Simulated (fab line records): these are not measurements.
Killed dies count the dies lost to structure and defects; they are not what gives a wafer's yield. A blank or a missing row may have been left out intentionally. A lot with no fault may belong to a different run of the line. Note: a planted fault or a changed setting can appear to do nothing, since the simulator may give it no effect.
Matching of chambers -- flow nand harc -- cmp-01 running NHARC_P_BONDPAD_CMP_19: 4 sister chambers
The step polishes, t overpolish 30 s, cu recess touch 16 s, target thk 160.81 nm. 4 wafers are shown with their chamber, then 7 later ones without.

WAFERS, EACH WITH ITS CHAMBER
wafer,chamber,motor current A (A)
L086.2,0,13.8
L086.5,3,11.9
L090.3,1,10.1
L090.4,2,13.0

WAFERS WITH NO CHAMBER GIVEN
wafer,motor current A (A)
L090.6,11.7
L094.1,13.7
L094.2,11.4
L094.6,10.3
L097.1,11.0
L097.3,10.7
L097.6,12.5

WHICH CHAMBER EACH WENT THROUGH
wafer,from the rows above,in truth
L090.6,3,3
L094.1,can't be placed: 0 or 2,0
L094.2,can't be placed: 3 or 1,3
L094.6,1,1
L097.1,can't be placed: 1 or 3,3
L097.3,can't be placed: 1 or 3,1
L097.6,can't be placed: 2 or 3 or 0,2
Correctly placed: 2 of 7. From these rows, 5 cannot be placed; in 5 the true chamber is one of the candidates. Wrongly placed: 0.
How it was worked out, from the rows above alone: a wafer's distance from a chamber is the root of the sum, over the readings, of the square of ((its reading less the chamber's mean) divided by the reading's scatter). If the next closest chamber is less than 2 further off than the closest, the wafer can't be placed; otherwise it belongs to the closest. For every chamber, the mean is computed from those of its wafers that are shown. The scatter: root of mean squared gap, hidden wafer to nearest shown wafer, with one shown wafer a chamber.
